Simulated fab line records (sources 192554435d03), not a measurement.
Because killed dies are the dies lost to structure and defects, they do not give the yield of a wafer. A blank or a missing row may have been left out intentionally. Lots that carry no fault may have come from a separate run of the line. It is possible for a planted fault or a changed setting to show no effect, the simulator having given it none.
Which tool did it? || flow n5 finfet || 7 lots, 21 wafers sampled, at 3 steps of a route of 1938

WHAT THE GAUGES SHOWED, per wafer
N5_BEOL_M12_OCD_MEAS_35.
{"lot": "L560", "measured": "day 13 16:58", "on": "ocd-01", "trench depth nm (nm)": "319 308 311"}
{"lot": "L570", "measured": "day 15 18:36", "on": "ocd-02", "trench depth nm (nm)": "311 311 317"}
{"lot": "L571", "measured": "day 17 04:08", "on": "ocd-02", "trench depth nm (nm)": "319 538 533"}
{"lot": "L578", "measured": "day 18 07:53", "on": "ocd-01", "trench depth nm (nm)": "311 316 314"}
{"lot": "L577", "measured": "day 18 08:49", "on": "ocd-01", "trench depth nm (nm)": "322 322 529"}
{"lot": "L579", "measured": "day 18 09:17", "on": "ocd-02", "trench depth nm (nm)": "323 318 312"}
{"lot": "L580", "measured": "day 18 18:34", "on": "ocd-02", "trench depth nm (nm)": "316 312 317"}

WHICH TOOL RAN EACH LOT (tool, then ch and the chambers of the sampled wafers, then the start)
{"lot": "L560", "N5_BEOL_M12_ETCH_59": "rie diel-04 ch 0,1, day 13 15:05", "N5_BEOL_M12_TRENCH_ETCH_34": "rie diel-03 ch 0,1,2, day 13 16:49"}
{"lot": "L570", "N5_BEOL_M12_ETCH_59": "rie diel-01 ch 1,2, day 15 17:13", "N5_BEOL_M12_TRENCH_ETCH_34": "rie diel-03 ch 0,1,2, day 15 18:27"}
{"lot": "L571", "N5_BEOL_M12_ETCH_59": "rie diel-04 ch 2,3, day 17 02:36", "N5_BEOL_M12_TRENCH_ETCH_34": "rie diel-03 ch 0,2, day 17 03:59"}
{"lot": "L578", "N5_BEOL_M12_ETCH_59": "rie diel-03 ch 0,1,2, day 18 06:29", "N5_BEOL_M12_TRENCH_ETCH_34": "rie diel-04 ch 1,2,3, day 18 07:44"}
{"lot": "L577", "N5_BEOL_M12_ETCH_59": "rie diel-01 ch 2,3, day 18 07:18", "N5_BEOL_M12_TRENCH_ETCH_34": "rie diel-03 ch 0,2,3, day 18 08:40"}
{"lot": "L579", "N5_BEOL_M12_ETCH_59": "rie diel-01 ch 0,1, day 18 07:36", "N5_BEOL_M12_TRENCH_ETCH_34": "rie diel-01 ch 0,1,2, day 18 09:07"}
{"lot": "L580", "N5_BEOL_M12_ETCH_59": "rie diel-04 ch 1,2,3, day 18 17:11", "N5_BEOL_M12_TRENCH_ETCH_34": "rie diel-01 ch 0,2, day 18 18:25"}
- N5_BEOL_M12_ETCH_59: etches BARC in N2/H2, target depth 89 nm, overetch 26.7 nm, time 67.9 s.
- N5_BEOL_M12_TRENCH_ETCH_34: etches SiOC in C4F8/O2/Ar, target depth 318.95 nm, time 125.5 s.

THE ANSWER, worked out from the rows above alone
Rule: what is usual is taken from the lots themselves. Put in order of their means at a reading, lots are off if they are a third of the lots or fewer, leave a main group of 4 or more, and stand apart from it by a gap of 3 or more times the standard deviation of the main group's means; of several such gaps the widest counts. A main group is skipped when, at the precision printed for the reading in the tables above, its means are all equal. A lot without any number at a reading at which 4 lots or more have one is off too. Any other lot the step has rows for is counted as sound.
Off at N5_BEOL_M12_OCD_MEAS_35 (trench depth nm): L571, L577. Main group: mean 314 nm, sd 1.8.
If a tool, at a process step before that reading, ran all the lots that are off and no sound lot after the first of them, it fits. The gauges at N5_BEOL_M12_OCD_MEAS_35 are tried like those tools. One fits: rie diel-03 at N5_BEOL_M12_TRENCH_ETCH_34. A fault onset in the window from L570 (day 15 18:27, its last sound lot) to L571 (day 17 03:59, its first lot off) fits.

WHAT HAD BEEN PUT IN BY THE SIMULATOR
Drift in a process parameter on rie diel-03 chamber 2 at N5_BEOL_M12_TRENCH_ETCH_34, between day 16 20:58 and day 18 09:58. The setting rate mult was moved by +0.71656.
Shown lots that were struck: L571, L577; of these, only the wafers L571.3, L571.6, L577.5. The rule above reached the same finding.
